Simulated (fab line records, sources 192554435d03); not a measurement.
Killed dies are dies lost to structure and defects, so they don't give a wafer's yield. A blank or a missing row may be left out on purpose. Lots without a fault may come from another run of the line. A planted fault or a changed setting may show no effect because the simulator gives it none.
fab line records | flow n5_finfet | part 1 of 2: steps 1 to 25 of 36
record lots=5 wafers=15 last_day=17
route steps=1938 shown BEOL_M11@1594 BEOL_M12@1602
lots that met no fault: from a run of the same line without faults
start_h: hours from the record's first day to the start of the lot's first wafer shown | wait_h: hours since the lot's step before | " the same as in the row above | L1.1+2: a row that stands for several wafers | - no value, or no start given | * or withheld: withheld | < > ~ a bound
route shown NAME@n: a module of which the file shows steps, and the number in the route of the first | usual: mean/standard deviation of fault-free wafers | same: alike in all rows | chamber/n: place in a boat | sites: the reading at each site | _std_site: their standard deviation | _edge_site: outer sites' mean less inner sites' | radius_mm: how far each site lies from the wafer's centre | mask NAME#n: copy n | behind: the tool/chamber that last shaped the wafer | hold: why the lot was held/for how many hours/how that ended | device: the transistor (n, p or np) that didn't switch | end of line: the same wafers' tests at the end of the route | a step without rows: its recipe alone | killed: dies lost to structure and defects at the first sort, not the wafer's yield | map: a wafer's dies, x killed, . not, _ none there
set.NAME: the setting as run; set.NAME@STEP: as run at that earlier step | model.NAME: the simulator's own value behind a step, which no gauge read
lots at some steps of the route; a table a step, a row a wafer
services: from which hour (start_h, from the record's first day; less than 0 if before it) a tool's chamber was out of use, for how many hours, and why
## steps
# step N5_BEOL_M11_ECD_50
# recipe material=Cu target_thk_a=3180
# columns lot.wafer tool chamber start_h wait_h
L076.1+2+6 ecd_cu-01 1,0,0 248.12 0.1
L079.2+5+6 ecd_cu-01 1,1,0 263.45 0.1
L080.1+3+5 ecd_cu-01 1,1,0 265.04 0.1
L083.2+3+5 ecd_cu-02 0 283.76 0.1
L094.2+4+6 ecd_cu-01 1,0,0 363.58 0.1
# step N5_BEOL_M11_ANNEAL_51
# recipe temp_c=225 time_s=90 ambient=N2
# usual wafer_temp_C_max=226.0/0.37
# columns lot.wafer tool chamber start_h wait_h wafer_temp_C_max
L076.1 rtp_anneal-02 0 248.41 0.3 226.7
L076.2 " 0 " " 227.3
L076.6 " 0 " " 226.5
L079.2 rtp_anneal-01 0 263.66 0.2 226.1
L079.5 " 0 " " 226.3
L079.6 " 0 " " 225.9
L080.1 rtp_anneal-02 0 265.15 0.1 226.6
L080.3 " 0 " " 226.5
L080.5 " 0 " " 226.3
L083.2 rtp_anneal-02 0 284.37 0.6 226.2
L083.3 " 0 " " 226.0
L083.5 " 0 " " 225.8
L094.2 rtp_anneal-01 0 363.82 0.2 225.7
L094.4 " 0 " " 225.6
L094.6 " 0 " " 225.8
# step N5_BEOL_M11_CMP_52
# recipe stop_on=SiCOH_lowk t_overpolish_s=7 down_force_psi=1 platen_rpm=50 clearing_platen_down_force_psi=1.5 clearing_platen_rpm=50 post_cmp_clean=cu_alkaline target_thk_nm=140 clearing_platen_pad_velocity_m_s=0.99484 pad_velocity_m_s=0.99484
# usual barrier_field_endpoint_s=29.0/0.81 motor_current_A=6.0/0.48 overpolish_run_s=7.000/0.0094 time_to_endpoint_s=67/3.4
# columns lot.wafer tool chamber start_h wait_h barrier_field_endpoint_s motor_current_A overpolish_run_s time_to_endpoint_s
L076.1 cmp-04 3 249.03 0.6 28.4 6.3 6.988 67
L076.2 " 1 " " 29.2 5.9 7.008 65
L076.6 " 3 " " 29.3 6.1 6.988 69
L079.2 cmp-04 2 263.95 0.2 28.0 6.4 7.016 66
L079.6 " 1 " " 29.2 5.9 7.013 69
L079.5 " 2 " " 28.0 6.1 7.025 67
L080.1 cmp-02 3 265.45 0.3 30.4 4.9 6.996 68
L080.3 " 0 " " 29.8 6.1 7.004 67
L080.5 " 3 " " 29.0 5.1 7.000 66
L083.2 cmp-02 3 284.67 0.3 29.4 5.3 7.003 68
L083.3 " 0 " " 29.5 6.3 7.002 65
L083.5 " 3 " " 29.6 5.2 6.996 67
L094.4 cmp-02 1 364.15 0.2 29.6 5.6 6.992 71
L094.2 " 2 " " 29.2 6.8 6.989 72
L094.6 " 0 " " 29.2 6.2 7.006 70
# step N5_BEOL_M11_THK_MEAS_53
# recipe thk_meas_gauge=xrf reads=Cu_of_BEOL_M11_ECD_50
# usual M11_THK=138/3.4
# columns lot.wafer tool chamber start_h wait_h M11_THK[nm]
L076.1 film_metro-01 - 249.33 - 140
L076.2 " - " " 134
L076.6 " - " " 138
L079.2 film_metro-02 - 264.20 - 135
L079.5 " - " " 139
L079.6 " - " " 135
L080.1 film_metro-01 - 265.75 - 142
L080.3 " - " " 132
L080.5 " - " " 136
L083.2 film_metro-01 - 284.93 - 139
L083.3 " - " " 145
L083.5 " - " " 140
L094.2 film_metro-01 - 364.37 - 144
L094.4 " - " " 142
L094.6 " - " " 144
# step N5_BEOL_M11_PRE_CLEAN_55
# recipe gas=NH3 time_s=15 temp_c=withheld rf_power_w=300
# columns lot.wafer tool chamber start_h wait_h
L076.1+2+6 pecvd-02 2,1,2 249.36 0.0
L079.2+5+6 pecvd-01 0,1,2 264.24 0.0
L080.1+3+5 pecvd-04 1,2,2 265.78 0.0
L083.2+3+5 pecvd-02 1,2,0 284.96 0.0
L094.2+4+6 pecvd-01 0,1,0 364.41 0.0
# step N5_BEOL_M11_DEP_56
# recipe material=SiCN target_thk_a=300 temp_c=withheld precursor=3MS/NH3 pressure_torr=3 rf_w=675 time_s=10.5
# usual showerhead_plenum_p_Torr=4.153/0.021 throttle_valve_pct=17.9/1
# columns lot.wafer tool chamber start_h wait_h showerhead_plenum_p_Torr throttle_valve_pct
L076.1 pecvd-02 2 249.39 0.0 4.149 16.0
L076.2 " 1 " " 4.187 18.5
L076.6 " 2 " " 4.160 15.8
L079.2 pecvd-01 0 264.26 0.0 4.112 18.2
L079.5 " 1 " " 4.126 18.1
L079.6 " 2 " " 4.142 17.3
L080.1 pecvd-04 1 265.81 0.0 4.150 17.1
L080.3 " 2 " " 4.168 17.6
L080.5 " 2 " " 4.169 17.3
L083.2 pecvd-02 1 284.99 0.0 4.164 18.8
L083.3 " 2 " " 4.144 15.8
L083.5 " 0 " " 4.189 19.1
L094.2 pecvd-01 0 364.43 0.0 4.100 18.3
L094.4 " 1 " " 4.131 18.0
L094.6 " 0 " " 4.106 18.3
# step N5_BEOL_M11_RS_MEAS_57
# recipe thk_meas_gauge=four-point-probe reads=Cu_of_BEOL_M11_ECD_50+Co_of_BEOL_M11_CVD_75+TaN_of_BEOL_M11_ALD_74
# usual M11_RS=0.151/0.0041
# columns lot.wafer tool chamber start_h wait_h M11_RS[ohm/sq]
L076.1 film_metro-02 - 249.45 0.0 0.149
L076.2 " - " " 0.155
L076.6 " - " " 0.151
L079.2 film_metro-01 - 264.33 0.0 0.153
L079.5 " - " " 0.149
L079.6 " - " " 0.153
L080.1 film_metro-02 - 265.87 0.0 0.146
L080.3 " - " " 0.160
L080.5 " - " " 0.154
L083.2 film_metro-01 - 285.05 0.0 0.150
L083.3 " - " " 0.143
L083.5 " - " " 0.149
L094.2 film_metro-01 - 364.50 0.0 0.145
L094.4 " - " " 0.147
L094.6 " - " " 0.146
# step N5_BEOL_M11_INSPECT_58
# recipe inspect_instrument=darkfield mode=post_dep
# usual raw_defect_count=74/28
# columns lot.wafer tool chamber start_h wait_h raw_defect_count
L076.1 defect_inspect-02 - 249.48 0.0 42
L076.2 " - " " 55
L076.6 " - " " 52
L079.2 defect_inspect-02 - 264.35 0.0 86
L079.5 " - " " 82
L079.6 " - " " 51
L080.1 defect_inspect-01 - 265.90 0.0 63
L080.3 " - " " 82
L080.5 " - " " 60
L083.2 defect_inspect-02 - 285.08 0.0 85
L083.3 " - " " 111
L083.5 " - " " 124
L094.2 defect_inspect-01 - 364.52 0.0 71
L094.4 " - " " 58
L094.6 " - " " 77
# step N5_BEOL_M12_ILD_DEP_00
# recipe material=SiOC target_thk_a=6589.2 temp_c=350 precursor=DEMS/O2 pressure_torr=5 rf_w=500 time_s=130.7
# usual heater_power_w=458/58 showerhead_plenum_p_Torr=5.692/0.017 throttle_valve_pct=11.9/0.64
# columns lot.wafer tool chamber start_h wait_h heater_power_w showerhead_plenum_p_Torr throttle_valve_pct
L076.1 pecvd-01 2 249.51 0.0 411 5.687 11.7
L076.2 " 1 " " 455 5.668 12.2
L076.6 " 1 " " 477 5.665 11.9
L079.2 pecvd-01 2 264.39 0.0 434 5.688 11.6
L079.5 " 0 " " 532 5.655 11.9
L079.6 " 1 " " 404 5.673 12.0
L080.1 pecvd-03 1 265.93 0.0 414 5.701 12.3
L080.3 " 0 " " 433 5.722 12.7
L080.5 " 0 " " 453 5.712 12.6
L083.2 pecvd-03 2 285.11 0.0 457 5.683 10.9
L083.3 " 0 " " 437 5.697 12.5
L083.5 " 0 " " 452 5.695 12.5
L094.2 pecvd-04 1 364.56 0.0 477 5.701 11.2
L094.4 " 1 " " 517 5.696 11.4
L094.6 " 2 " " 600 5.692 11.8
# step N5_BEOL_M12_THK_MEAS_01
# recipe reads=SiOC_of_BEOL_M12_ILD_DEP_00
# usual M12_ILD_THK=656/8.2
# columns lot.wafer tool chamber start_h wait_h M12_ILD_THK[nm]
L076.1 film_metro-01 - 249.65 0.1 648
L076.2 " - " " 658
L076.6 " - " " 662
L079.2 film_metro-01 - 264.52 0.1 656
L079.5 " - " " 668
L079.6 " - " " 663
L080.1 film_metro-01 - 266.06 0.1 653
L080.3 " - " " 637
L080.5 " - " " 647
L083.2 film_metro-01 - 285.25 0.1 644
L083.3 " - " " 651
L083.5 " - " " 656
L094.2 film_metro-01 - 364.69 0.1 647
L094.4 " - " " 654
L094.6 " - " " 663
# step N5_BEOL_M12_COAT_58
# recipe resist=BARC temp_c=205 time_s=60 spin_rpm=1500 resist_thk_nm=89
# columns lot.wafer tool chamber start_h wait_h
L076.1+2+6 litho_track-04 0 249.68 0.0
L079.2+5+6 litho_track-02 0 264.55 0.0
L080.1+3+5 litho_track-04 0 266.10 0.0
L083.2+3+5 litho_track-04 0 285.28 0.0
L094.2+4+6 litho_track-04 0 364.72 0.0
# step N5_BEOL_M12_COAT_04
# recipe spin_rpm=1625 resist_thk_nm=400
# columns lot.wafer tool chamber start_h wait_h
L076.1+2+6 litho_track-04 0 - -
L079.2+5+6 litho_track-02 0 - -
L080.1+3+5 litho_track-04 0 - -
L083.2+3+5 litho_track-04 0 - -
L094.2+4+6 litho_track-04 0 - -
# step N5_BEOL_M12_EBR_06
# recipe solvent=PGMEA ebr_width_mm=1.5
# columns lot.wafer tool chamber start_h wait_h
L076.1+2+6 litho_track-04 0 - -
L079.2+5+6 litho_track-02 0 - -
L080.1+3+5 litho_track-04 0 - -
L083.2+3+5 litho_track-04 0 - -
L094.2+4+6 litho_track-04 0 - -
# step N5_BEOL_M12_SOFTBAKE_05
# recipe temp_c=130 time_s=60
# columns lot.wafer tool chamber start_h wait_h
L076.1+2+6 litho_track-04 0 - -
L079.2+5+6 litho_track-02 0 - -
L080.1+3+5 litho_track-04 0 - -
L083.2+3+5 litho_track-04 0 - -
L094.2+4+6 litho_track-04 0 - -
# step N5_BEOL_M12_EXPOSE_07
# recipe mask_id=V11 na=0.93 source_shape=conventional sigma_outer=0.6 polarization=unpolarized attpsm_phase_deg=180 dose_mj=32.5
# usual exposure_dose_mJ_cm2=32.46/0.031 stage_vel_mm_s=500.01/0.25
# columns lot.wafer tool chamber start_h wait_h mask exposure_dose_mJ_cm2 stage_vel_mm_s
L076.1 krf_scanner-02 0 249.78 - V11#0 32.51 499.84
L076.2 " 0 " " V11#0 32.46 500.25
L076.6 " 0 " " V11#0 32.47 499.93
L079.2 krf_scanner-02 0 264.66 - V11#0 32.52 500.11
L079.5 " 0 " " V11#0 32.50 500.07
L079.6 " 0 " " V11#0 32.50 499.52
L080.1 krf_scanner-02 0 266.20 - V11#0 32.43 500.34
L080.3 " 0 " " V11#0 32.41 499.96
L080.5 " 0 " " V11#0 32.42 499.96
L083.2 krf_scanner-02 0 285.38 - V11#0 32.46 499.93
L083.3 " 0 " " V11#0 32.47 500.21
L083.5 " 0 " " V11#0 32.45 500.01
L094.2 krf_scanner-01 0 364.83 - V11#0 32.46 500.01
L094.4 " 0 " " V11#0 32.45 499.70
L094.6 " 0 " " V11#0 32.42 499.90
# step N5_BEOL_M12_PEB_08
# recipe peb_temp_c=130 peb_time_s=90
# columns lot.wafer tool chamber start_h wait_h
L076.1+2+6 litho_track-04 0 249.83 0.1
L079.2+5+6 litho_track-01 0 264.71 0.0
L080.1+3+5 litho_track-04 0 266.25 0.1
L083.2+3+5 litho_track-04 0 285.43 0.0
L094.2+4+6 litho_track-02 0 364.88 0.0
# step N5_BEOL_M12_DEVELOP_09
# recipe develop_time_s=45 rinse_liquid=diw dry=air_spin dev_temp_c=21
# columns lot.wafer tool chamber start_h wait_h
L076.1+2+6 litho_track-04 0 - -
L079.2+5+6 litho_track-01 0 - -
L080.1+3+5 litho_track-04 0 - -
L083.2+3+5 litho_track-04 0 - -
L094.2+4+6 litho_track-02 0 - -
# step N5_BEOL_M12_HARDBAKE_14
# recipe temp_c=130 time_s=120
# columns lot.wafer tool chamber start_h wait_h
L076.1+2+6 litho_track-04 0 - -
L079.2+5+6 litho_track-01 0 - -
L080.1+3+5 litho_track-04 0 - -
L083.2+3+5 litho_track-04 0 - -
L094.2+4+6 litho_track-02 0 - -
# step N5_BEOL_M12_CD_MEAS_10
# recipe target_cd_nm=140 landing_energy_ev=500 detector=se_inlens polarity=opening
# usual cd_nm=140.8/1.6
# columns lot.wafer tool chamber start_h wait_h cd_nm
L076.1 cd_sem-01 0 249.95 - 140.7
L076.2 " 0 " " 140.7
L076.6 " 0 " " 140.7
L079.2 cd_sem-01 0 264.83 - 139.5
L079.5 " 0 " " 141.8
L079.6 " 0 " " 141.5
L080.1 cd_sem-03 0 266.37 - 139.4
L080.3 " 0 " " 141.9
L080.5 " 0 " " 138.7
L083.2 cd_sem-01 0 285.55 - 140.3
L083.3 " 0 " " 144.3
L083.5 " 0 " " 139.5
L094.2 cd_sem-02 0 364.99 - 139.5
L094.4 " 0 " " 139.4
L094.6 " 0 " " 141.7
# step N5_BEOL_M12_OVL_MEAS_11
# recipe points_per_wafer=44
# usual V11_OVL=-2/4.7
# columns lot.wafer tool chamber start_h wait_h V11_OVL[nm]
L076.1 overlay-02 0 249.98 0.0 -10
L076.2 " 0 " " -1
L076.6 " 0 " " -8
L079.2 overlay-02 0 264.86 0.0 -1
L079.5 " 0 " " 2
L079.6 " 0 " " 0
L080.1 overlay-02 0 266.40 0.0 -2
L080.3 " 0 " " -1
L080.5 " 0 " " 2
L083.2 overlay-02 0 285.58 0.0 4
L083.3 " 0 " " -2
L083.5 " 0 " " 3
L094.2 overlay-01 0 365.02 0.0 -2
L094.4 " 0 " " -3
L094.6 " 0 " " -6
# step N5_BEOL_M12_INSPECT_12
# recipe mode=adi inspect_instrument=macro
# usual raw_defect_count=2.0/1.4
# columns lot.wafer tool chamber start_h wait_h raw_defect_count
L076.1 defect_inspect-01 - 250.00 0.0 1
L076.2 " - " " 1
L076.6 " - " " 2
L079.2 defect_inspect-02 - 264.88 0.0 5
L079.5 " - " " 1
L079.6 " - " " 1
L080.1 defect_inspect-02 - 266.42 0.0 1
L080.3 " - " " 3
L080.5 " - " " 3
L083.2 defect_inspect-01 - 285.60 0.0 1
L083.3 " - " " 1
L083.5 " - " " 3
L094.2 defect_inspect-02 - 365.05 0.0 1
L094.4 " - " " 1
L094.6 " - " " 2
# step N5_BEOL_M12_DESCUM_15
# recipe chemistry=O2 time_s=7.9 source_power_w=50 bias_power_w=20 pressure_mtorr=20 rf_frequency_hz=2.712e+07 temp_c=40 o2_flow_sccm=225
# usual drypump_motor_current_A=5.8/0.37 oes_product_au=0.82/0.081 rf_vpp_V=243.2/1.5 showerhead_plenum_p_Torr=2.10/0.08 temp_c=40.02/0.11 throttle_valve_pct=20.29/0.13
# columns lot.wafer tool chamber start_h wait_h drypump_motor_current_A oes_product_au rf_hours_counter_h rf_vpp_V showerhead_plenum_p_Torr temp_c throttle_valve_pct
L076.1 rie_diel-03 2 250.04 0.0 4.8 0.90 14 242.1 2.04 39.97 20.21
L076.2 " 3 " " 6.1 0.83 81 244.1 2.11 40.02 20.34
L076.6 " 0 " " 5.7 0.91 - 242.6 2.03 40.07 20.15
L079.2 rie_diel-02 3 265.11 0.2 6.3 0.69 235 244.6 2.14 39.99 20.15
L079.5 " 0 " " 5.9 0.85 - 242.0 2.11 39.94 20.31
L079.6 " 1 " " 5.6 0.93 - 246.1 2.23 39.92 20.18
L080.1 rie_diel-02 2 266.46 0.0 5.9 0.72 201 241.6 1.99 39.76 20.44
L080.3 " 1 " " 5.6 0.94 9 246.4 2.23 39.95 20.18
L080.5 " 3 " " 6.3 0.69 - 243.2 2.14 39.86 20.15
L083.2 rie_diel-03 2 286.08 0.5 4.8 0.87 26 241.1 2.04 39.89 20.24
L083.3 " 1 " " 6.3 0.84 50 243.5 2.14 40.02 20.50
L083.5 " 3 " " 6.1 0.81 - 242.7 2.10 40.00 20.36
L094.2 rie_diel-03 0 365.09 0.0 5.7 0.84 65 242.4 2.02 40.16 20.23
L094.4 " 3 " " 6.1 0.79 120 241.4 2.09 39.79 20.41
L094.6 " 0 " " 5.7 0.84 - 240.7 2.02 40.12 20.23
# step N5_BEOL_M12_ETCH_59
# recipe chemistry=N2/H2 target=BARC target_depth_a=890 overetch_a=267 time_s=67.9 ion_energy_ev=200 pressure_mtorr=30 source_w=840 bias_w=150 n2_flow_sccm=200 h2_flow_sccm=200
# usual drypump_motor_current_A=5.8/0.37 oes_product_au=0.70/0.066 rf_vpp_V=524.2/2.7 showerhead_plenum_p_Torr=2.55/0.088 throttle_valve_pct=17.77/0.2
# columns lot.wafer tool chamber start_h wait_h drypump_motor_current_A oes_product_au rf_hours_counter_h rf_vpp_V showerhead_plenum_p_Torr throttle_valve_pct
L076.1 rie_diel-03 2 250.07 0.0 4.8 0.78 14 521.8 2.48 17.58
L076.2 " 3 " " 6.1 0.70 81 526.5 2.57 17.82
L076.6 " 0 " " 5.8 0.76 - 522.3 2.48 17.81
L079.2 rie_diel-02 3 265.14 0.0 6.3 0.59 235 525.7 2.62 17.76
L079.5 " 0 " " 5.9 0.71 - 525.4 2.56 17.73
L079.6 " 1 " " 5.6 0.79 - 527.9 2.71 17.46
L080.1 rie_diel-02 2 266.49 0.0 5.9 0.61 201 519.5 2.44 18.12
L080.3 " 1 " " 5.6 0.80 9 529.9 2.71 17.47
L080.5 " 3 " " 6.3 0.59 - 525.6 2.62 17.77
L083.2 rie_diel-03 2 286.11 0.0 4.8 0.75 26 523.3 2.47 17.61
L083.3 " 1 " " 6.3 0.73 50 524.9 2.59 17.90
L083.5 " 3 " " 6.1 0.69 - 524.3 2.56 17.83
L094.2 rie_diel-03 0 365.12 0.0 5.8 0.71 65 522.2 2.47 17.88
L094.4 " 3 " " 6.1 0.67 120 524.1 2.55 17.88
L094.6 " 0 " " 5.8 0.72 - 522.0 2.47 17.87
# step N5_BEOL_M12_VIA_ETCH_16
# recipe chemistry=C4F8/O2/Ar target=SiOC pressure_mtorr=30 source_w=3000 bias_w=700 Ar_flow_sccm=400 C4F8_flow_sccm=15 O2_flow_sccm=8 he_inner_torr=15 he_outer_torr=30 target_depth_a=7248 time_s=withheld ion_energy_ev=250 ends=cleared
# usual drypump_motor_current_A=5.8/0.37 oes_product_au=0.74/0.072 rf_vpp_V=666/3.3 showerhead_plenum_p_Torr=3.44/0.12 throttle_valve_pct=24.13/0.14
# columns lot.wafer tool chamber start_h wait_h drypump_motor_current_A oes_product_au rf_vpp_V showerhead_plenum_p_Torr throttle_valve_pct
L076.1 rie_diel-03 2 250.12 0.0 4.8 0.81 662 3.36 24.13
L076.2 " 3 " " 6.1 0.74 666 3.44 24.13
L076.6 " 0 " " 5.8 0.80 663 3.36 24.15
L079.2 rie_diel-02 3 265.20 0.0 6.3 0.62 670 3.51 23.98
L079.5 " 0 " " 6.0 0.76 665 3.45 24.09
L079.6 " 1 " " 5.6 0.84 671 3.61 23.87
L080.1 rie_diel-02 2 266.54 0.0 5.9 0.65 660 3.27 24.29
L080.3 " 1 " " 5.6 0.85 670 3.61 23.85
L080.5 " 3 " " 6.3 0.62 667 3.51 23.98
L083.2 rie_diel-03 2 286.16 0.0 4.8 0.78 664 3.36 24.16
L083.3 " 1 " " 6.2 0.76 667 3.50 24.35
L083.5 " 3 " " 6.1 0.72 667 3.43 24.15
L094.2 rie_diel-03 0 365.17 0.0 5.8 0.75 664 3.34 24.22
L094.4 " 3 " " 6.1 0.71 667 3.42 24.17
L094.6 " 0 " " 5.8 0.76 663 3.34 24.20
# step N5_BEOL_M12_STRIP_63
# recipe chemistry=N2/H2 power_w=1000 temp_c=250 h2_frac=0.65 overash_fraction=0.3 pressure_mtorr=1000 n2_flow_sccm=1750 h2_flow_sccm=3250
# usual drypump_motor_current_A=5.66/0.19 heater_power_w=324/43 oes_product_au=0.693/0.0048 strip_time_to_endpoint_s=42.8/0.84 temp_c=249.98/0.19
# columns lot.wafer tool chamber start_h wait_h drypump_motor_current_A heater_power_w oes_product_au rf_hours_counter_h strip_time_to_endpoint_s temp_c
L076.1 plasma_asher-02 0 250.32 - 6.02 428 0.692 123 43.2 249.80
L076.2 " 1 " " 5.47 323 0.697 123 43.5 249.97
L076.6 " 0 " " 6.01 431 0.687 - 42.6 249.97
L079.2 plasma_asher-01 1 265.40 - 5.76 298 0.686 71 43.0 249.95
L079.5 " 0 " " 5.49 309 0.689 - 41.2 249.89
L079.6 " 1 " " 5.77 293 0.689 - 41.1 249.86
L080.1 plasma_asher-01 1 266.74 - 5.75 303 0.697 71 43.3 249.91
L080.3 " 1 " " 5.76 301 0.699 - 44.1 250.00
L080.5 " 0 " " 5.49 306 0.697 - 44.9 249.80
L083.2 plasma_asher-01 1 286.36 - 5.76 290 0.689 75 43.3 250.11
L083.3 " 0 " " 5.55 312 0.689 - 43.0 250.03
L083.5 " 1 " " 5.77 300 0.697 - 43.3 249.87
L094.2 plasma_asher-01 1 365.37 - 5.76 290 0.693 91 43.8 250.09
L094.4 " 1 " " 5.76 298 0.693 - 43.9 250.14
L094.6 " 1 " " 5.76 306 0.694 - 42.4 249.84
